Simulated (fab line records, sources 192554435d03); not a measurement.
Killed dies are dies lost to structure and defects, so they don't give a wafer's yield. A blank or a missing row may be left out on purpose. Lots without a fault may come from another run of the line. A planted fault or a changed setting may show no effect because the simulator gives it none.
Split-lot experiment | flow n5_finfet | 7 lots, 21 wafers read, on a route of 1938 steps

THE SPLIT
At N5_HKMG_FIN_COAT_41 (time 60 s, resist thk 300 nm), the setting spin_rpm was moved away from the recipe's 1500 rpm on 6 of the 21 wafers read, by -8.8% to +7.0%. The other wafers ran this setting at the recipe's value.

The reading is taken at the split's own step.

THE READING
SOC_of_HKMG_FIN_COAT_41.thk_nm (the simulator's own value, which no gauge read), in nm, at N5_HKMG_FIN_COAT_41 (time 60 s, resist thk 300 nm). The file gives no usual value for it. The 15 wafers here that ran the recipe average 300.1 nm, standard deviation 0.85 nm.

wafer  | tool, chamber at the split | spin_rpm as run, rpm | against the recipe | SOC_of_HKMG_FIN_COAT_41.thk_nm, nm | against lot-mates on the recipe
L075.1 | litho_track-03, 0          | 1500                 | recipe             | 299.2                              | -
L075.4 | litho_track-03, 0          | 1500                 | recipe             | 298.6                              | -
L075.5 | litho_track-03, 0          | 1500                 | recipe             | 299                                | -
L077.4 | litho_track-01, 0          | 1500                 | recipe             | 299.4                              | -
L077.5 | litho_track-01, 0          | 1605                 | +7.0%              | 290.6                              | -8.8
L077.6 | litho_track-01, 0          | 1605                 | +7.0%              | 289.8                              | -9.6
L079.1 | litho_track-01, 0          | 1500                 | recipe             | 301                                | -
L079.4 | litho_track-01, 0          | 1500                 | recipe             | 301.4                              | -
L079.6 | litho_track-01, 0          | 1500                 | recipe             | 300.8                              | -
L082.3 | litho_track-01, 0          | 1500                 | recipe             | 299.8                              | -
L082.4 | litho_track-01, 0          | 1500                 | recipe             | 299.6                              | -
L082.5 | litho_track-01, 0          | 1600                 | +6.7%              | 290.6                              | -9.1
L085.3 | litho_track-01, 0          | 1368                 | -8.8%              | 314                                | +13.4
L085.5 | litho_track-01, 0          | 1500                 | recipe             | 300.8                              | -
L085.6 | litho_track-01, 0          | 1500                 | recipe             | 300.4                              | -
L086.2 | litho_track-02, 0          | 1438                 | -4.1%              | 308                                | +6.8
L086.6 | litho_track-02, 0          | 1438                 | -4.1%              | 308                                | +6.8
L086.4 | litho_track-02, 0          | 1500                 | recipe             | 301.2                              | -
L092.3 | litho_track-01, 0          | 1500                 | recipe             | 299.2                              | -
L092.4 | litho_track-01, 0          | 1500                 | recipe             | 300.2                              | -
L092.5 | litho_track-01, 0          | 1500                 | recipe             | 300.4                              | -

THE FIT
A straight line over all 21 wafers: SOC_of_HKMG_FIN_COAT_41.thk_nm changes by -1.54 nm for each +1% of spin_rpm; r = -0.99; the points scatter about the line by 0.94 nm.
The same after taking each lot's own level away (the mean of its wafers on the recipe; 21 wafers): -1.43 nm for each +1%; r = -1.00; scatter 0.48 nm.
On that fit, the largest move of spin_rpm shifts the reading by 13 nm.
The lots' own levels span 298.93 to 301.20 nm, that is 2.7 times the standard deviation above.
So the lot-to-lot level changes the slope little: the two slopes agree.
Check: with one of the wafers moved furthest among these (-8.8%) left out of the fit, the line predicts +12.5 nm for it against its lot-mates. It came out at +13.4 nm against them.

OTHER SPLITS ON THESE WAFERS
These wafers also went through other splits before the reading. Each is held against what the fit with the lots' levels taken away leaves over:
other split on the same wafers             | wafers away from the commonest value | r with SOC_of_HKMG_FIN_COAT_41.thk_nm (lot level and that fit taken away)
N5_FIN_SAQP_HM_DEP_03 time_s               | 5                                    | -0.23
N5_FIN_SAQP_PECVD_06 time_s                | 5                                    | -0.01
N5_FIN_SAQP_MANDREL_ETCH_22 over_etch_frac | 7                                    | +0.32
N5_FIN_SAQP_SPACER1_ALD_24 temp_c          | 5                                    | +0.29
N5_FIN_CUT_CUT_ETCH_15 time_s              | 9                                    | -0.40
N5_SD_EPI_P_EPI_21 epi_growth_time_s       | 8                                    | +0.12

THE FILE'S OWN FIT
SOC_of_HKMG_FIN_COAT_41.thk_nm changes by -1.44 nm for each +1% of spin_rpm, r = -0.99.
